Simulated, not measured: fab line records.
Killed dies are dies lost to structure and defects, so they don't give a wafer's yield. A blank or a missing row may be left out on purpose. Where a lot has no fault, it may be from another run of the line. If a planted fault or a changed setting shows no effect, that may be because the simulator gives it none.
Lot-split experiment :: flow n5 finfet :: 7 lots, 21 wafers read, on a route of 1938 steps

SPLIT DETAILS
At N5_BEOL_M10_PEB_26 (peb time 60 s), the setting peb time s was moved away from the recipe's 60 s on 10 of the 21 wafers read, by -11.1% to +22.0%. For the rest of the wafers, this setting stayed at what the recipe calls for.

SPLIT TO READING: what lies between them in the file, 1 step
- N5_BEOL_M10_DEVELOP_27: develop time 30 s

THE READING
cd nm, in nm, at N5_BEOL_M10_CD_MEAS_28 (target cd 70 nm). Typical for fault-free wafers on this fab line: 70.3 nm, with standard deviation 0.96 nm.

wafer: L075.1
tool, chamber at the split: litho track-05, 0
peb time s as run, s: 60
against the recipe: recipe
cd nm, nm: 69.4
against lot-mates on the recipe: -

wafer: L075.2
tool, chamber at the split: litho track-05, 0
peb time s as run, s: 60
against the recipe: recipe
cd nm, nm: 69.3
against lot-mates on the recipe: -

wafer: L075.5
tool, chamber at the split: litho track-05, 0
peb time s as run, s: 60
against the recipe: recipe
cd nm, nm: 69.0
against lot-mates on the recipe: -

wafer: L080.1
tool, chamber at the split: litho track-03, 0
peb time s as run, s: 73.22
against the recipe: +22.0%
cd nm, nm: 80.1
against lot-mates on the recipe: no lot-mate on the recipe

wafer: L080.3
tool, chamber at the split: litho track-03, 0
peb time s as run, s: 73.22
against the recipe: +22.0%
cd nm, nm: 78.2
against lot-mates on the recipe: no lot-mate on the recipe

wafer: L080.4
tool, chamber at the split: litho track-03, 0
peb time s as run, s: 73.22
against the recipe: +22.0%
cd nm, nm: 79.2
against lot-mates on the recipe: no lot-mate on the recipe

wafer: L086.2
tool, chamber at the split: litho track-02, 0
peb time s as run, s: 60
against the recipe: recipe
cd nm, nm: 69.0
against lot-mates on the recipe: -

wafer: L086.3
tool, chamber at the split: litho track-02, 0
peb time s as run, s: 53.34
against the recipe: -11.1%
cd nm, nm: 63.8
against lot-mates on the recipe: -5.2

wafer: L086.4
tool, chamber at the split: litho track-02, 0
peb time s as run, s: 53.34
against the recipe: -11.1%
cd nm, nm: 62.4
against lot-mates on the recipe: -6.6

wafer: L087.1
tool, chamber at the split: litho track-05, 0
peb time s as run, s: 69.95
against the recipe: +16.6%
cd nm, nm: 76.4
against lot-mates on the recipe: no lot-mate on the recipe

wafer: L087.3
tool, chamber at the split: litho track-05, 0
peb time s as run, s: 69.95
against the recipe: +16.6%
cd nm, nm: 75.0
against lot-mates on the recipe: no lot-mate on the recipe

wafer: L087.5
tool, chamber at the split: litho track-05, 0
peb time s as run, s: 69.95
against the recipe: +16.6%
cd nm, nm: 76.5
against lot-mates on the recipe: no lot-mate on the recipe

wafer: L093.1
tool, chamber at the split: litho track-03, 0
peb time s as run, s: 68.6
against the recipe: +14.3%
cd nm, nm: 76.0
against lot-mates on the recipe: +5.1

wafer: L093.4
tool, chamber at the split: litho track-03, 0
peb time s as run, s: 60
against the recipe: recipe
cd nm, nm: 70.8
against lot-mates on the recipe: -

wafer: L093.6
tool, chamber at the split: litho track-03, 0
peb time s as run, s: 60
against the recipe: recipe
cd nm, nm: 71.1
against lot-mates on the recipe: -

wafer: L095.1
tool, chamber at the split: litho track-05, 0
peb time s as run, s: 69.97
against the recipe: +16.6%
cd nm, nm: 75.9
against lot-mates on the recipe: +6.0

wafer: L095.4
tool, chamber at the split: litho track-05, 0
peb time s as run, s: 60
against the recipe: recipe
cd nm, nm: 69.1
against lot-mates on the recipe: -

wafer: L095.6
tool, chamber at the split: litho track-05, 0
peb time s as run, s: 60
against the recipe: recipe
cd nm, nm: 70.7
against lot-mates on the recipe: -

wafer: L097.1
tool, chamber at the split: litho track-02, 0
peb time s as run, s: 60
against the recipe: recipe
cd nm, nm: 67.8
against lot-mates on the recipe: -

wafer: L097.4
tool, chamber at the split: litho track-02, 0
peb time s as run, s: 60
against the recipe: recipe
cd nm, nm: 69.9
against lot-mates on the recipe: -

wafer: L097.5
tool, chamber at the split: litho track-02, 0
peb time s as run, s: 60
against the recipe: recipe
cd nm, nm: 69.6
against lot-mates on the recipe: -

FIT RESULTS
A straight line over all 21 wafers: cd nm changes by +0.444 nm for each +1% of peb time s; r = +0.98; the points scatter about the line by 1 nm.
The same after taking each lot's own level away (the mean of its wafers on the recipe; 15 wafers): +0.42 nm for each +1%; r = +0.97; scatter 0.81 nm.
On that fit, the largest move of peb time s shifts the reading by 9.3 nm.
Across the lots, their own levels run from 69.00 to 70.95 nm, a range of 2.0 times the standard deviation given above.
The two slopes agree, so the slope changes little with the lot-to-lot level.
Check: +7.18 nm against its lot-mates is what the line predicts for one of the wafers moved furthest among these (+16.6%) when that wafer is left out of the fit. It came out at +6 nm against them.

ADDITIONAL SPLITS CARRIED BY THESE WAFERS
These wafers also went through other splits before the reading. Each is held against what the fit with the lots' levels taken away leaves over:
other split on the same wafers: N5_BEOL_M8_COAT_22 spin rpm
wafers away from the commonest value: 8
r with cd nm (lot level and that fit taken away): -0.24

other split on the same wafers: N5_BEOL_M9_ETCH_66 time s
wafers away from the commonest value: 10
r with cd nm (lot level and that fit taken away): -0.21

FILE'S OWN FIT
cd nm changes by +0.39 nm for each +1% of peb time s, r = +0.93.
